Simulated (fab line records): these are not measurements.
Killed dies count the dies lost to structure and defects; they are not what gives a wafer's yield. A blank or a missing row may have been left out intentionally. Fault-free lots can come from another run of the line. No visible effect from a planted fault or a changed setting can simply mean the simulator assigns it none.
fab line records	flow nand_harc
[record] lots = 7	wafers = 21	last_day = 33
route steps=1302 shown P_M2@321
lots untouched by any fault: they come from a run of this same line in which no faults occurred
start_h: hours from the record's opening day to when the first of the lot's shown wafers began	wait_h: hours since the lot's step before	" the same as in the row above	L1.1+2: a single row standing in for several wafers	- no value, or no start was given	* or withheld: withheld	< > ~ a bound
route shown NAME@n: a module of which the file shows steps, and the number in the route of the first	usual: mean and standard deviation over wafers with no fault	same: alike in all rows	chamber/n: place in a boat	sites: the reading at each site	_std_site: how widely they spread, as a standard deviation	_edge_site: mean of outer sites minus mean of inner sites	radius_mm: for every site, how far away it sits from the centre of the wafer	mask NAME#n: copy n	behind: the tool/chamber that last shaped the wafer	hold: the reason the lot was held/the length of the hold in hours/how it ended	device: whichever transistor did not switch (one of n, p or np)	end of line: tests of these same wafers at the route's end	a step with no rows: only its recipe	killed: the dies lost at the first sort to structure and to defects; this is not the yield of the wafer	map: shows each die of a wafer: x if killed, . if not, _ if none is there
set.NAME: the run value of the setting; set.NAME@STEP: its run value at that earlier step	model.NAME: the simulator's own value behind a step, which no gauge read
lots seen at some steps along the route; tables by step, rows by wafer
services: the hour from which a tool's chamber was out of use, counted from the record's first day as start_h (under 0 if before that day), plus the number of hours and why
[[steps]]
[step NHARC_P_M2_COAT_34]
[recipe] temp_c = 200	time_s = 65
[step NHARC_P_M2_COAT_03]
[recipe] spin_rpm = 1500	resist_thk_nm = 90
[step NHARC_P_M2_SOFTBAKE_04]
[recipe] temp_c = 105	time_s = 55
[step NHARC_P_M2_EBR_05]
[step NHARC_P_M2_EXPOSE_06]
[recipe] na = 1.35	target_cd_nm = 170	dose_mj = 80.78	mask_id = P_M2
[step NHARC_P_M2_PEB_07]
[recipe] peb_temp_c = 100	peb_time_s = 65
[step NHARC_P_M2_DEVELOP_08]
[recipe] develop_time_s = 35	dev_temp_c = 23
[step NHARC_P_M2_CD_MEAS_09]
[recipe] target_cd_nm = 170	landing_energy_ev = 500
[usual] cd_nm = 169.8/0.75
lot.wafer	tool	chamber	start_h	wait_h	cd_nm
L360.1	cd_sem-01	0	203.92	-	170.4
L360.5	"	0	"	"	171.1
L360.6	"	0	"	"	170.9
L362.3	cd_sem-02	0	221.05	-	169.5
L362.5	"	0	"	"	168.9
L362.6	"	0	"	"	169.4
L365.3	cd_sem-03	0	248.19	-	170.1
L365.4	"	0	"	"	170.1
L365.5	"	0	"	"	169.2
L367.1	cd_sem-03	0	277.17	-	169.9
L367.2	"	0	"	"	170.1
L367.5	"	0	"	"	170.5
L366.3	cd_sem-02	0	279.40	-	169.6
L366.4	"	0	"	"	169.8
L366.5	"	0	"	"	169.5
L374.3	cd_sem-02	0	335.85	-	170.1
L374.4	"	0	"	"	170.3
L374.6	"	0	"	"	170.2
L375.1	cd_sem-03	0	355.76	-	169.7
L375.2	"	0	"	"	169.4
L375.4	"	0	"	"	168.4
[step NHARC_P_M2_OVL_MEAS_10]
[recipe] pitch_nm = 340
[usual] overlay_x_nm = 0.0/0.83	overlay_y_nm = 0.1/0.92
lot.wafer	tool	chamber	start_h	wait_h	overlay_x_nm	overlay_y_nm
L360.1	overlay-02	-	204.01	-	-1.2	-0.5
L360.5	"	-	"	"	-0.8	-0.3
L360.6	"	-	"	"	-1.3	-0.7
L362.3	overlay-01	-	221.14	-	2.1	0.4
L362.5	"	-	"	"	2.3	-0.2
L362.6	"	-	"	"	1.3	0.4
L365.3	overlay-01	-	248.27	-	0.7	-1.1
L365.4	"	-	"	"	0.5	-1.2
L365.5	"	-	"	"	0.7	-1.5
L367.1	overlay-02	-	277.26	-	0.1	0.3
L367.2	"	-	"	"	0.2	-0.7
L367.5	"	-	"	"	0.5	-0.2
L366.3	overlay-01	-	279.49	-	0.5	0.6
L366.4	"	-	"	"	0.4	0.1
L366.5	"	-	"	"	0.8	0.3
L374.3	overlay-02	-	335.93	-	-0.1	-0.6
L374.4	"	-	"	"	-0.8	-0.5
L374.6	"	-	"	"	0.0	-1.0
L375.1	overlay-01	-	355.85	-	0.2	1.6
L375.2	"	-	"	"	-0.4	1.3
L375.4	"	-	"	"	0.1	1.6
[step NHARC_P_M2_INSPECT_11]
[usual] raw_defect_count = 4.3/2.2
lot.wafer	tool	chamber	start_h	wait_h	raw_defect_count
L360.1	defect_inspect-02	-	204.05	0.0	3
L360.5	"	-	"	"	2
L360.6	"	-	"	"	3
L362.3	defect_inspect-01	-	221.17	0.0	3
L362.5	"	-	"	"	2
L362.6	"	-	"	"	4
L365.3	defect_inspect-02	-	248.31	0.0	4
L365.4	"	-	"	"	1
L365.5	"	-	"	"	4
L367.1	defect_inspect-02	-	277.30	0.0	3
L367.2	"	-	"	"	5
L367.5	"	-	"	"	6
L366.3	defect_inspect-02	-	279.53	0.0	4
L366.4	"	-	"	"	2
L366.5	"	-	"	"	7
L374.3	defect_inspect-02	-	335.97	0.0	5
L374.4	"	-	"	"	3
L374.6	"	-	"	"	6
L375.1	defect_inspect-02	-	355.89	0.0	5
L375.2	"	-	"	"	6
L375.4	"	-	"	"	4
[step NHARC_P_M2_DESCUM_14]
[recipe] time_s = 3	o2_flow_sccm = 200	ar_flow_sccm = 0	bias_power_w = 0	chemistry = O2
[usual] drypump_motor_current_A = 5.7/0.3	oes_product_au = 0.999/0.012	rf_vpp_V = 57.9/0.87	showerhead_plenum_p_Torr = 1.92/0.071	throttle_valve_pct = 11.311/0.0088
lot.wafer	tool	chamber	start_h	wait_h	drypump_motor_current_A	oes_product_au	rf_hours_counter_h	rf_vpp_V	showerhead_plenum_p_Torr	throttle_valve_pct
L360.1	rie_diel-11	2	204.12	0.1	5.8	0.975	6.2	57.7	1.91	11.316
L360.5	"	0	"	"	6.1	0.981	-	58.8	1.86	11.315
L360.6	"	1	"	"	6.1	0.996	-	56.3	1.89	11.313
L362.3	rie_diel-01	3	221.24	0.1	5.9	1.007	0.4	58.2	1.79	11.306
L362.5	"	2	"	"	5.8	1.011	-	58.1	1.93	11.309
L362.6	"	3	"	"	5.8	1.008	-	58.3	1.79	11.310
L365.3	rie_diel-11	1	248.37	0.1	6.0	1.002	8.6	58.6	1.89	11.298
L365.4	"	0	"	"	6.0	0.990	7.8	57.9	1.85	11.300
L365.5	"	1	"	"	6.0	0.990	-	57.7	1.89	11.314
L367.1	rie_diel-01	2	277.37	0.1	5.7	1.000	3.1	59.0	1.93	11.303
L367.2	"	0	"	"	5.2	1.014	3.2	56.7	1.88	11.317
L367.5	"	2	"	"	5.8	0.991	-	56.7	1.93	11.305
L366.4	rie_diel-04	3	279.59	0.1	5.8	0.989	3.4	58.2	1.98	11.320
L366.3	"	0	"	"	5.1	1.013	6.7	58.2	1.99	11.306
L366.5	"	2	"	"	5.4	1.026	-	58.3	1.88	11.295
L374.3	rie_diel-11	0	336.03	0.1	6.0	0.995	4.3	57.7	1.85	11.313
L374.4	"	1	"	"	6.0	0.995	5.0	58.5	1.89	11.307
L374.6	"	1	"	"	6.0	0.989	-	57.5	1.89	11.306
L375.2	rie_diel-01	0	355.95	0.1	5.2	1.018	6.9	58.1	1.88	11.311
L375.4	"	1	"	"	5.8	1.008	6.4	57.1	2.04	11.294
L375.1	"	2	"	"	5.7	1.004	6.4	57.1	1.93	11.342
[step NHARC_P_M2_ETCH_35]
[recipe] target_depth_a = 400	overetch_a = 120	time_s = 43.94	ion_energy_ev = 200	n2_flow_sccm = 150	h2_flow_sccm = 150	ar_flow_sccm = 0	rf_w = 400	bias_w = 150	chemistry = N2/H2
[usual] bias_w = 149.9/0.38	chamber_pressure_mTorr = 30.001/0.025	drypump_motor_current_A = 5.7/0.31	n2_flow_sccm = 150.0/0.47	oes_product_au = 0.998/0.012	rf_vpp_V = 430.9/2.4	showerhead_plenum_p_Torr = 2.05/0.081	throttle_valve_pct = 14.171/0.01
lot.wafer	tool	chamber	start_h	wait_h	bias_w	chamber_pressure_mTorr	drypump_motor_current_A	n2_flow_sccm	oes_product_au	rf_hours_counter_h	rf_vpp_V	showerhead_plenum_p_Torr	throttle_valve_pct
L360.1	rie_diel-11	0	204.20	0.1	150.4	30.009	6.1	149.7	0.995	5.8	428.3	1.98	14.177
L360.5	"	3	"	"	151.3	29.981	5.3	150.5	0.997	-	433.3	2.17	14.176
L360.6	"	0	"	"	149.9	30.016	6.1	150.2	0.978	-	429.2	1.98	14.184
L362.3	rie_diel-01	1	221.34	0.1	150.8	29.999	5.8	149.4	0.988	0.3	433.8	2.18	14.176
L362.6	"	2	"	"	150.3	30.021	5.8	149.4	1.006	-	430.9	2.06	14.163
L362.5	"	3	"	"	150.4	29.998	5.9	149.7	1.009	-	426.3	1.91	14.190
L365.3	rie_diel-11	0	248.45	0.1	150.1	30.018	6.1	150.3	0.995	7.8	429.4	1.98	14.186
L365.4	"	1	"	"	149.6	30.014	6.1	149.6	0.979	8.6	428.9	2.02	14.183
L365.5	"	0	"	"	149.6	30.006	6.1	150.2	0.988	-	429.8	1.98	14.180
L367.2	rie_diel-01	1	277.45	0.1	149.7	30.016	5.8	150.0	0.984	3.1	433.7	2.18	14.165
L367.1	"	2	"	"	149.5	29.981	5.8	150.2	0.994	3.1	432.4	2.05	14.162
L367.5	"	3	"	"	150.0	29.999	5.9	149.8	1.005	-	427.2	1.90	14.186
L366.3	rie_diel-04	2	279.67	0.1	149.8	29.978	5.5	150.5	1.001	5.6	428.1	2.00	14.179
L366.4	"	0	"	"	149.8	29.993	5.1	149.5	0.997	6.7	432.6	2.12	14.176
L366.5	"	2	"	"	149.5	29.987	5.5	150.6	1.014	-	430.2	2.00	14.180
L374.4	rie_diel-11	1	336.11	0.1	149.9	29.967	6.1	151.0	0.993	5.0	429.6	2.02	14.164
L374.3	"	3	"	"	149.9	29.994	5.3	150.4	0.987	3.0	433.0	2.17	14.170
L374.6	"	2	"	"	150.1	30.013	5.8	149.4	0.998	-	429.5	2.03	14.164
L375.4	rie_diel-01	1	356.03	0.1	150.2	30.006	5.8	150.0	0.993	6.4	435.0	2.18	14.185
L375.1	"	3	"	"	150.1	29.970	5.8	150.3	1.007	6.4	426.4	1.90	14.168
L375.2	"	0	"	"	150.0	29.958	5.2	149.7	1.009	6.9	428.6	2.01	14.168
[step NHARC_P_M2_ETCH_15]
[recipe] target_depth_a = 1825	time_s = 91.2	c4f8_flow_sccm = withheld	ar_flow_sccm = 400	rf_w = 600	bias_w = 300	chemistry = C4F8/Ar
[usual] bias_w = 300.1/0.91	chamber_pressure_mTorr = 25.002/0.026	oes_product_au = 0.936/0.024	rf_vpp_V = 441.3/2.3
lot.wafer	tool	chamber	start_h	wait_h	bias_w	chamber_pressure_mTorr	oes_product_au	rf_hours_counter_h	rf_vpp_V
L360.1	rie_diel-11	3	204.29	-	302.3	25.005	0.924	5.7	443.7
L360.6	"	2	"	"	298.2	25.011	0.912	-	442.2
L360.5	"	3	"	"	302.1	24.975	0.925	-	444.4
L362.3	rie_diel-01	2	221.41	-	299.1	24.996	0.966	0.3	441.3
L362.6	"	2	"	"	299.0	24.979	0.973	-	441.9
L362.5	"	3	"	"	300.9	24.988	0.964	-	437.5
L365.4	rie_diel-11	3	248.55	-	-	-	-	-	-
L365.3	"	1	"	"	-	-	-	-	-
L365.5	"	3	"	"	-	-	-	-	-
L367.1	rie_diel-01	1	277.54	-	-	-	-	-	-
L367.2	"	3	"	"	-	-	-	-	-
L367.5	"	0	"	"	-	-	-	-	-
L366.4	rie_diel-04	3	279.77	-	-	-	-	-	-
L366.3	"	0	"	"	-	-	-	-	-
L366.5	"	1	"	"	-	-	-	-	-
L374.3	rie_diel-11	2	336.20	-	300.7	25.001	0.926	3.7	440.1
L374.4	"	3	"	"	300.5	25.014	0.914	3.0	444.1
L374.6	"	3	"	"	300.0	25.032	0.914	-	444.3
L375.2	rie_diel-01	1	356.12	-	300.8	24.988	0.950	6.4	445.1
L375.4	"	3	"	"	299.3	24.984	0.982	6.4	438.1
L375.1	"	0	"	"	301.1	24.980	0.969	6.9	440.2
[step NHARC_P_M2_CD_MEAS_16]
[usual] cd_nm = 169.5/0.97
lot.wafer	tool	chamber	start_h	wait_h	cd_nm
L360.1	cd_sem-02	-	204.42	-	170.9
L360.5	"	-	"	"	169.8
L360.6	"	-	"	"	171.0
L362.3	cd_sem-02	-	221.55	-	168.4
L362.5	"	-	"	"	168.4
L362.6	"	-	"	"	168.1
L365.3	cd_sem-02	-	248.68	-	170.5
L365.4	"	-	"	"	170.7
L365.5	"	-	"	"	169.4
L367.1	cd_sem-02	-	277.66	-	169.0
L367.2	"	-	"	"	170.2
L367.5	"	-	"	"	170.4
L366.3	cd_sem-01	-	279.90	-	169.7
L366.4	"	-	"	"	169.2
L366.5	"	-	"	"	169.2
L374.3	cd_sem-02	-	336.34	-	169.8
L374.4	"	-	"	"	169.3
L374.6	"	-	"	"	169.5
L375.1	cd_sem-03	-	356.25	-	169.7
L375.2	"	-	"	"	168.2
L375.4	"	-	"	"	167.9
[[services]]
tool	chamber	start_h	hours	kind
rie_diel-11	0	180.81	-	clean
rie_diel-11	1	180.81	-	clean
rie_diel-11	2	180.81	-	clean
rie_diel-11	3	180.81	-	clean
rie_diel-01	0	182.91	-	clean
rie_diel-01	1	182.91	-	clean
rie_diel-01	2	182.91	-	clean
rie_diel-01	3	182.91	-	clean
rie_diel-04	1	187.13	15.8	repair
rie_diel-04	2	202.81	8.5	repair
rie_diel-01	-	203.80	9.0	pm
rie_diel-01	0	203.80	9.0	vent_cycle
rie_diel-01	1	203.80	9.0	vent_cycle
rie_diel-01	2	203.80	9.0	vent_cycle
rie_diel-01	3	203.80	9.0	vent_cycle
rie_diel-04	1	203.94	5.0	repair
rie_diel-11	0	205.31	-	clean
rie_diel-11	1	205.31	-	clean
rie_diel-04	3	218.81	16.7	repair
rie_diel-01	3	241.25	8.4	repair
rie_diel-11	-	275.31	9.0	pm
rie_diel-11	2	325.45	2.1	repair
rie_diel-04	0	336.39	14.7	repair
rie_diel-04	-	354.90	9.0	pm
[[key]]
[first_sign] step = NHARC_P_M2_ETCH_15	reading = tool_record	direction = missing
effect none on later readings
met_at NHARC_P_M2_ETCH_15
struck_wafers L365.3,L365.4,L365.5,L366.3,L366.4,L366.5,L367.1,L367.2,L367.5
later_rows_left_out L365.3,L365.4,L365.5,L366.3,L366.4,L366.5,L367.1,L367.2,L367.5
sort_left_out L365.3,L365.4,L365.5,L366.3,L366.4,L366.5,L367.1,L367.2,L367.5
onset_between 221.41 248.55
[fault] kind = skipped_step_whole	tool = rie_diel-01,rie_diel-04,rie_diel-11	chamber = -	onset_h = 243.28	steps = NHARC_P_M2_ETCH_15	scope = struck_lots_only
// sort_left_out: the simulated sort isn't trusted on such a fault, so these wafers' sort isn't shown, and their yield isn't known
// later_rows_left_out: the simulator's readings of these wafers behind a module that went badly wrong aren't trusted and aren't shown, but for the sort
